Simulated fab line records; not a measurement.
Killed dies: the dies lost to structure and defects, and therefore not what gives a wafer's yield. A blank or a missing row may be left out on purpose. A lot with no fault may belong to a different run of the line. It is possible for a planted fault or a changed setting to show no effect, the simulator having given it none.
fab line records + flow n5Finfet
record:
- lots: 4
- wafers: 12
- lastDay: 17
route steps=1938 shown MIM_BOT_LITHO@1854 MIM_BOT_ETCH@1866 PASS1_CAP@1873 TV_LITHO@1875 PASSIVATION@1936
lots untouched by any fault: they come from a run of this same line in which no faults occurred
startH: the number of hours between the record's first day and the start of the first shown wafer of the lot + waitH: hours elapsed since this lot's preceding step + " as in the row above + L1.1+2: a row that stands for several wafers + - either no value or no given start + * or withheld: withheld + < > ~ a bound
route shown NAME@n: NAME is a module with steps in the file, n the number in the route of the first one + usual: the fault-free wafers' mean and standard deviation + same: alike in all rows + chamber/n: place in a boat + sites: the reading at each site + _std_site: the values' standard deviation + _edge_site: mean of outer sites minus mean of inner sites + radiusMm: for every site, how far away it sits from the centre of the wafer + mask NAME#n: copy n + behind: the most recent tool/chamber to have shaped the wafer + hold: cause of the lot's hold/its duration in hours/its outcome + device: the n, p or np transistor that did not switch + end of line: tests of these same wafers at the route's end + where a step has no rows: the recipe by itself + killed: the dies lost at the first sort to structure and to defects; this is not the yield of the wafer + map: shows each die of a wafer: x if killed, . if not, _ if none is there
set.NAME: the setting as run; set.NAME@STEP: as run at that earlier step + model.NAME: the simulator's own value behind a step, which no gauge read
a table for each step, a row for each wafer; lots at some steps of the route
services: the hour from which a tool's chamber was out of use, counted from the record's first day as startH (under 0 if before that day), plus the number of hours and why
== steps ==
step: N5_MIM_BOT_LITHO_HMDS_01
recipe:
- timeS: 60
- tempC: 120
step: N5_MIM_BOT_LITHO_COAT_02
recipe:
- spinRpm: *
- resistThkNm: *
step: N5_MIM_BOT_LITHO_EBR_04
recipe:
- solvent: PGMEA
- ebrWidthMm: 1.5
step: N5_MIM_BOT_LITHO_SOFTBAKE_03
recipe:
- tempC: 100
- timeS: 90
step: N5_MIM_BOT_LITHO_EXPOSE_05
recipe:
- maskId: MIM_BOT
- na: 0.55
- sourceShape: conventional
- sigmaOuter: 0.8
- polarization: unpolarized
- doseMj: 24.25
step: N5_MIM_BOT_LITHO_PEB_06
recipe:
- pebTempC: withheld
- pebTimeS: *
step: N5_MIM_BOT_LITHO_DEVELOP_07
recipe:
- developTimeS: 60
- rinseLiquid: diw
- dry: airSpin
- devTempC: 21
step: N5_MIM_BOT_LITHO_HARDBAKE_09
recipe:
- tempC: 130
- timeS: 120
step: N5_MIM_BOT_LITHO_DESCUM_10
recipe:
- chemistry: O2
- timeS: 7.9
- sourcePowerW: 50
- biasPowerW: 20
- pressureMtorr: 20
- rfFrequencyHz: 2.712e+07
- tempC: 40
- o2FlowSccm: 225
step: N5_MIM_BOT_ETCH_ETCH_04
recipe:
- chemistry: CF4/O2
- target: SiNx
- targetDepthA: 260
- timeS: 13
- ionEnergyEv: 100
- pressureMtorr: 40
- sourceW: 535
- biasW: 49
- Ar_flow_sccm: 100
- cf4FlowSccm: 100
- O2_flow_sccm: 10
usual:
- biasW: 48.99/0.15
- cf4FlowSccm: 100.0/0.31
- drypumpMotorCurrentA: 5.6/0.43
- oes_f_703_au: 0.81/0.082
- oesProductAu: 0.81/0.083
- rfFwdPowerW: 531.8/1.8
- rfVppV: 241/6.2
- showerheadPlenumPTorr: 2.19/0.046
- throttleValvePct: 16.03/0.19
| lot.wafer | tool       | chamber | startH | waitH | biasW | cf4FlowSccm | drypumpMotorCurrentA | oes_f_703_au | oesProductAu | rfFwdPowerW | rfHoursCounterH | rfVppV | showerheadPlenumPTorr | throttleValvePct |
|-----------|------------|---------|--------|-------|-------|-------------|----------------------|--------------|--------------|-------------|-----------------|--------|-----------------------|------------------|
| L959.3    | rieDiel-04 | 2       | 281.53 | 0.0   | 48.94 | 99.7        | 5.5                  | 0.87         | 0.86         | 531.4       | 62              | 237    | 2.13                  | 15.97            |
| L959.4    | "          | 0       | "      | "     | 48.96 | 99.8        | 4.8                  | 0.82         | 0.81         | 531.2       | 112             | 245    | 2.22                  | 15.90            |
| L959.5    | "          | 0       | "      | "     | 48.93 | 99.7        | 4.8                  | 0.81         | 0.81         | 532.8       | -               | 245    | 2.22                  | 15.92            |
| L963.2    | rieDiel-04 | 3       | 298.23 | 0.0   | 48.94 | 99.7        | 6.3                  | 0.95         | 0.94         | 534.3       | 17              | 246    | 2.24                  | 15.62            |
| L963.5    | "          | 1       | "      | "     | 49.00 | 100.0       | 5.3                  | 0.80         | 0.80         | 530.8       | -               | 245    | 2.14                  | 16.20            |
| L963.6    | "          | 2       | "      | "     | 48.94 | 99.6        | 5.5                  | 0.87         | 0.85         | 533.4       | -               | 236    | 2.12                  | 16.00            |
| L976.1    | rieDiel-04 | 0       | 386.37 | 0.0   | 49.08 | 100.1       | 4.8                  | 0.79         | 0.77         | 534.3       | 149             | 243    | 2.21                  | 15.99            |
| L976.2    | "          | 2       | "      | "     | 48.98 | 100.6       | 5.5                  | 0.83         | 0.81         | 531.1       | 99              | 237    | 2.11                  | 16.05            |
| L976.3    | "          | 1       | "      | "     | 48.99 | 100.1       | 5.2                  | 0.77         | 0.76         | 531.9       | 122             | 244    | 2.13                  | 16.26            |
| L977.1    | rieDiel-04 | 1       | 392.44 | 0.0   | 48.78 | 100.3       | 5.3                  | 0.76         | 0.78         | 532.2       | 124             | 243    | 2.13                  | 16.27            |
| L977.2    | "          | 3       | "      | "     | 48.81 | 100.4       | 6.3                  | 0.88         | 0.88         | 532.7       | 49              | 245    | 2.23                  | 15.69            |
| L977.3    | "          | 2       | "      | "     | 48.79 | 100.3       | 5.5                  | 0.83         | 0.82         | 532.0       | 101             | 236    | 2.11                  | 16.04            |
step: N5_MIM_BOT_ETCH_ETCH_03
recipe:
- chemistry: Cl2/BCl3
- targetDepthA: 120
- pressureMtorr: 8
- icpW: 800
- biasW: 100
- Cl2_flow_sccm: 20
- bcl3FlowSccm: 80
step: N5_MIM_BOT_ETCH_ETCH_00
recipe:
- chemistry: Cl2/BCl3
- target: TiN
- targetDepthA: 455
- ionEnergyEv: 150
- pressureMtorr: 10
- icpW: 1000
- biasW: 126
- Cl2_flow_sccm: 53.25
- bcl3FlowSccm: 21.75
- Ar_flow_sccm: 25
step: N5_MIM_BOT_ETCH_STRIP_01
recipe:
- chemistry: O2
- powerW: 600
- tempC: 60
- pressureMtorr: 30
- rfFrequencyHz: 6e+07
- biasPowerW: 0
- overashFraction: 0.5
- o2FlowSccm: 225
step: N5_MIM_BOT_ETCH_STRIP_02
recipe:
- chemistry: postEtchResidueRemover
- timeS: 1200
- tempC: 72.5
step: N5_MIM_BOT_ETCH_CLEAN_05
recipe:
- chemistry: IPA
- timeS: 180
- tempC: 25
step: N5_MIM_BOT_ETCH_SRD_06
recipe:
- dry: ipaMarangoni
- timeS: 30
- tempC: 23
- rinseLiquid: diw
step: N5_PASSIVATION_PECVD_55
recipe:
- material: SiO2
- targetThkA: 4000
- tempC: 400
- precursor: SiH4/N2O
- pressureTorr: 2.7
- rfW: 608
- timeS: 22.5
step: N5_PASSIVATION_PECVD_01
recipe:
- material: SiNx
- targetThkA: 2000
- tempC: 400
- precursor: SiH4/NH3/N2
- pressureTorr: 4.9
- rfW: 1406
- timeS: 43.2
step: N5_PASSIVATION_HMDS_03
recipe:
- timeS: 60
- tempC: 120
step: N5_PASSIVATION_COAT_04
recipe:
- spinRpm: *
- resistThkNm: *
step: N5_PASSIVATION_EBR_06
recipe:
- solvent: PGMEA
- ebrWidthMm: 1.5
step: N5_PASSIVATION_SOFTBAKE_05
recipe:
- tempC: 100
- timeS: 90
step: N5_PASSIVATION_EXPOSE_07
recipe:
- maskId: TV
- na: 0.55
- sourceShape: conventional
- sigmaOuter: 0.8
- polarization: unpolarized
- defocusNm: 0
- targetCdNm: 3000
- doseMj: 22.75
step: N5_PASSIVATION_PEB_08
recipe:
- pebTempC: withheld
- pebTimeS: *
step: N5_PASSIVATION_DEVELOP_09
recipe:
- developTimeS: 60
- rinseLiquid: diw
- dry: airSpin
- devTempC: 21
step: N5_PASSIVATION_HARDBAKE_11
recipe:
- tempC: 130
- timeS: 120
step: N5_PASSIVATION_INSPECT_61
recipe:
- mode: adi
- inspectInstrument: macro
usual:
- rawDefectCount: 1.9/1.5
| lot.wafer | tool             | chamber | startH | waitH | rawDefectCount |
|-----------|------------------|---------|--------|-------|----------------|
| L959.3    | defectInspect-02 | -       | 285.52 | 0.0   | 3              |
| L959.4    | "                | -       | "      | "     | 3              |
| L959.5    | "                | -       | "      | "     | 2              |
| L963.2    | defectInspect-02 | -       | 299.51 | 0.0   | 2              |
| L963.5    | "                | -       | "      | "     | 4              |
| L963.6    | "                | -       | "      | "     | 0              |
| L976.1    | defectInspect-01 | -       | 390.28 | 0.0   | >300           |
| L976.2    | "                | -       | "      | "     | >300           |
| L976.3    | "                | -       | "      | "     | >300           |
| L977.1    | defectInspect-01 | -       | 393.96 | 0.0   | >300           |
| L977.2    | "                | -       | "      | "     | >300           |
| L977.3    | "                | -       | "      | "     | >300           |
step: N5_PASSIVATION_DESCUM_12
recipe:
- chemistry: O2
- timeS: 7.9
- sourcePowerW: 50
- biasPowerW: 20
- pressureMtorr: 20
- rfFrequencyHz: 2.712e+07
- tempC: 40
- o2FlowSccm: 225
step: N5_PASSIVATION_PROBE_49
usual:
- defectLimitedYield: 91.3/1.5
- killed_at_M0_to_M3: 33/12
- killed_at_M4_up: 15/5.2
- killedAtContacts: 12/5.1
- killedAtFrontEnd: 39/11
- killedAtOther: 5/3.6
- killedDies: 103/18
- killedOpen: 67/13
- killedShort: 33/7.8
- sort_bin_5_function: 5.1/0.96
- sort_bin_6_memory: 3.2/0.71
- sortNPass: 1077/18
- sortYieldPct: 91.3/1.5
same:
- grossDies: 1180
- killedAtBackSide: 0
- sort_bin_4_leakage[%]: 0
- sort_bin_8_speed[%]: 0
| lot.wafer | tool      | chamber | startH | waitH | defectLimitedYield[%] | killed_at_M0_to_M3 | killed_at_M4_up | killedAtContacts | killedAtFrontEnd | killedAtOther | killedDies | killedOpen | killedShort | sort_bin_5_function[%] | sort_bin_6_memory[%] | sortNPass | sortYieldPct[%] |
|-----------|-----------|---------|--------|-------|-----------------------|--------------------|-----------------|------------------|------------------|---------------|------------|------------|-------------|------------------------|----------------------|-----------|-----------------|
| L976.1    | prober-02 | -       | 397.45 | 0.0   | 79.9                  | 35                 | 16              | 7                | 35               | 144           | 237        | 65         | 29          | 13.4                   | 3.6                  | 943       | 79.9            |
| L976.2    | prober-02 | -       | 397.50 | 0.1   | 80.5                  | 32                 | 9               | 6                | 41               | 142           | 230        | 48         | 34          | 10.8                   | 4.9                  | 950       | 80.5            |
| L976.3    | prober-02 | -       | 397.55 | 0.1   | 81.8                  | 16                 | 14              | 5                | 33               | 147           | 215        | 46         | 21          | 11.6                   | 3.9                  | 965       | 81.8            |
| L977.1    | prober-01 | -       | 400.87 | 0.0   | 78.6                  | 35                 | 12              | 12               | 48               | 145           | 252        | 66         | 40          | 13.7                   | 4.5                  | 928       | 78.6            |
| L977.2    | prober-01 | -       | 400.92 | 0.1   | 80.4                  | 28                 | 11              | 12               | 37               | 143           | 231        | 67         | 23          | 12.4                   | 4.2                  | 949       | 80.4            |
| L977.3    | prober-01 | -       | 400.97 | 0.1   | 81.0                  | 31                 | 4               | 7                | 36               | 146           | 224        | 50         | 27          | 12.5                   | 3.2                  | 956       | 81.0            |
killed by level:class
L976.1 MIM_BOT_ETCH:unspecified=139 BEOL_M2:geometricParticle:open=12 FIN_SAQP:geometricParticle:open=10 BEOL_M0_SAQP:geometricParticle:short=8 FIN_SAQP:geometricParticle:short=6 STI_FIN_REVEAL:geometricParticle:open=6 MOL_CONTACT_COAG:geometricParticle:open=6 BEOL_M0_SAQP:geometricParticle:open=6
L976.2 MIM_BOT_ETCH:unspecified=138 FIN_SAQP:geometricParticle:short=10 BEOL_M0_SAQP:geometricParticle:open=9 BEOL_M0_SAQP:geometricParticle:short=8 HKMG_FIN:areaEtch=7 GATE_CUT:geometricParticle:short=6 MOL_CONTACT_COAG:geometricParticle:open=6 BEOL_M2:geometricParticle:open=6
L976.3 MIM_BOT_ETCH:unspecified=147 DUMMY_GATE:geometricParticle:open=13 BEOL_M4:geometricParticle:open=7 STI_FIN_REVEAL:geometricParticle:open=7 BEOL_M2:geometricParticle:open=4 FIN_SAQP:geometricParticle:short=3 MOL_CONTACT_COAG:geometricParticle:open=3 BEOL_M0_SAQP:geometricParticle:short=3
L977.1 MIM_BOT_ETCH:unspecified=142 STI_FIN_REVEAL:geometricParticle:open=12 FIN_SAQP:geometricParticle:short=11 BEOL_M3:geometricParticle:open=10 MOL_CONTACT_COAG:geometricParticle:open=8 STI_FIN_REVEAL:geometricParticle:short=6 BEOL_M0_SAQP:geometricParticle:open=6 BEOL_M0_SAQP:geometricParticle:short=5
L977.2 MIM_BOT_ETCH:unspecified=138 STI_FIN_REVEAL:geometricParticle:open=13 MOL_CONTACT_COAG:geometricParticle:open=10 BEOL_M0_SAQP:geometricParticle:open=10 BEOL_M3:geometricParticle:open=6 FIN_SAQP:geometricParticle:open=5 FIN_SAQP:geometricParticle:short=5 BEOL_M0_SAQP:geometricParticle:short=4
L977.3 MIM_BOT_ETCH:unspecified=144 STI_FIN_REVEAL:geometricParticle:open=12 BEOL_M0_SAQP:geometricParticle:short=7 FIN_SAQP:geometricParticle:short=6 MOL_CONTACT_COAG:geometricParticle:open=5 FIN_SAQP:geometricParticle:open=5 BEOL_M3:geometricParticle:open=5 BEOL_M2:geometricParticle:short=4
map L976.1 (x killed, . not)
_________________..x.........________________
______________..x..............._____________
___________.............x..........__________
__________.......x.....x....x......x_________
________...................x...x..x..._______
_______...x..xx...x.........x.xx....x..______
______........................xxx.x....._____
_____x........xx...x...........xxxxxxx..x____
____....x............x.x.....xxxxxxxxxx...___
___...x...................xxxxxxxxxxxxxx..x__
___......x......x..x......x.xxxxxxxxxxxxx..__
__.........................xxxxxxxxxxxxxxx.._
__..............x..x...x...xxxxxxxxxxxxxxxx._
_......x.........x........xxxxxxxxxxxxxxx.x..
_..........................xxxxxxxxxxxx.x...x
_..x.........................x.xxxxxx.x..x..x
_.........................x...xxxxxxxx.x.....
_.......x...........x..........xx.xx.x.x....x
_......x......................xx.xx.x........
_............................................
_.............x...x....x......x........x.....
__.x.......x.xx.x........x..xx.......x....x._
__.......x......................x...x......._
___.....xx..............x..................__
___.........................x..............__
____.x....xx........................x.x...___
_____.......x.................x...x......____
______........xx.......xx.....xx.x..x..x_____
_______...........x..x........x........______
________..........x..................x_______
__________..........x......x.xx....._________
___________x......xx........x......__________
______________...........x.x...._____________
_________________....x.......________________
map L977.1 (x killed, . not)
_________________............________________
______________...........x....x._____________
___________........................__________
__________...x......................_________
________..x.x........x...x...x..x....x_______
_______....................x.....xx....______
______...x.................xx.........x._____
_____..x..x...x..........x............x..____
____.x...........x...............x.....x..___
___.............x.....x....................__
___..xx...x.xx..x..........xx...xx...x.....__
__........x.........x....x.................._
__.........................................._
_.......x....................................
_.x............xx.............x....x.........
_...x.xx..x..............xx..................
_...x......................x.........xx......
_..............x..xxxx....x..x.x......x.....x
_xx.............xxx.xx.x.x..........x........
_....x.xx.....x..xxxxx.xx.....x.x............
_......x......xxxxxxxxxxx.x..................
__............xxxxxxxxxxxxx.......x.xx.x.xx._
__..........x.xxxxxxxxxxxxx.......xx........_
___........x.xxxxxxxxxxxx.xxx..........x.x.__
___........xxxxxxxxxxxxxxxxx.xx...x........__
____......x.xxxxxxxxxxxxxxx.............x.___
_____...x..xxxxxxxxxxxxxx.x......x.x.x...____
______.........xxxxxxxxx...x............_____
_______x.x.....xx.xxxxxxx..............______
________.......x.xxxxx.xxx.....x......_______
__________....xx.x.x...x....x.....x._________
___________........................__________
______________.................._____________
_________________x...........________________
== services ==
| tool       | chamber | startH | hours | kind   |
|------------|---------|--------|-------|--------|
| rieDiel-04 | 2       | 277.62 | 3.7   | repair |
| rieDiel-04 | 3       | 384.80 | 2.1   | repair |
== key ==
firstSign:
- step: N5_PASSIVATION_INSPECT_61
- reading: rawDefectCount
- direction: up
- sigmas: 99+
- usual: 1.9
- struck: >300
effect:
- step: N5_PASSIVATION_PROBE_49
- reading: killedAtOther
- direction: up
- sigmas: 39
- usual: 5
- struck: 144
moreKillsBornAt:
- N5_MIM_BOT_ETCH_ETCH_04@rieDiel-04: 848
metAt N5_MIM_BOT_ETCH_ETCH_04
struckWafers L976.1,L976.2,L976.3,L977.1,L977.2,L977.3
onsetBetween 298.23 386.37
alsoFits time
fault:
- kind: chamberParticleSource
- tool: rieDiel-04
- chamber: -
- onsetH: 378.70
- steps: N5_MIM_BOT_ETCH_ETCH_04
- ratePerVisitCm2: 1.1868
- endH: 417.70
